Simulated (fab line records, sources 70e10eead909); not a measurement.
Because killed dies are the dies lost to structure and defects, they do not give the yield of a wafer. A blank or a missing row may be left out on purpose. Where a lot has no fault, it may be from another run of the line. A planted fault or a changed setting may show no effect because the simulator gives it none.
Matching of chambers | flow nand-harc | 4 sister chambers for NHARC_A_ZERO_WELL_ETCH_13 on rie-si-06
The step etches the open film in HBr/Cl2, target depth 120 nm, time 40.1 s. 14 wafers are shown with their chamber, then 7 later ones without.

== WAFERS PAIRED WITH THEIR CHAMBERS ==
wafer  | chamber | oes-product-au (a.u.) | throttle-valve-pct (%)
L076.2 | 2       | 1.008                 | 26.422
L076.3 | 1       | 1.014                 | 26.401
L076.4 | 3       | 0.999                 | 26.416
L080.4 | 3       | 0.998                 | 26.391
L080.5 | 2       | 1.003                 | 26.407
L080.6 | 3       | 0.996                 | 26.421
L083.1 | 3       | 1.000                 | 26.395
L083.4 | 2       | 0.997                 | 26.398
L083.6 | 0       | 1.019                 | 26.418
L088.2 | 1       | 1.010                 | 26.388
L088.3 | 2       | 1.005                 | 26.393
L088.5 | 3       | 0.990                 | 26.414
L090.1 | 0       | 1.000                 | 26.413
L090.3 | 2       | 0.999                 | 26.414

SIGNATURES, as means of the wafers listed above
reading            | chamber 0 | chamber 1 | chamber 2 | chamber 3 | scatter within a chamber
oes-product-au     | 1.00950   | 1.01200   | 1.00240   | 0.99660   | 0.00575
throttle-valve-pct | 26.41550  | 26.39450  | 26.40680  | 26.40740  | 0.0117
Rule: distance of a wafer from a chamber = root of the sum over the readings of ((wafer's reading minus chamber's mean) / reading's scatter) squared. The wafer belongs to the nearest chamber; if the next one is less than 2 further off, it can't be placed. The scatter is the square root of a quotient: the sum, over the shown wafers, of each reading's squared deviation from its chamber's mean, divided by wafers minus chambers.

== WAFERS WITHOUT THEIR CHAMBER ==
wafer  | oes-product-au (a.u.) | throttle-valve-pct (%)
L090.6 | 1.008                 | 26.406
L092.1 | 1.012                 | 26.405
L092.2 | 1.012                 | 26.418
L092.5 | 1.001                 | 26.397
L093.3 | 1.003                 | 26.398
L093.5 | 1.014                 | 26.428
L093.6 | 0.991                 | 26.409

== WHICH CHAMBER EACH ONE RAN IN ==
wafer  | from the rows above               | in truth
L090.6 | can't be placed: 0 or 2 or 1 or 3 | 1
L092.1 | can't be placed: 1 or 0 or 2 or 3 | 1
L092.2 | can't be placed: 0 or 2 or 1      | 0
L092.5 | can't be placed: 2 or 3 or 1 or 0 | 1
L093.3 | can't be placed: 2 or 3 or 1 or 0 | 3
L093.5 | can't be placed: 0 or 2 or 1      | 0
L093.6 | can't be placed: 3 or 2           | 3
Correct placement for 0 of the 7. Can't be placed from these rows: 7 (the true chamber is among the candidates in 7). 0 placed wrongly.
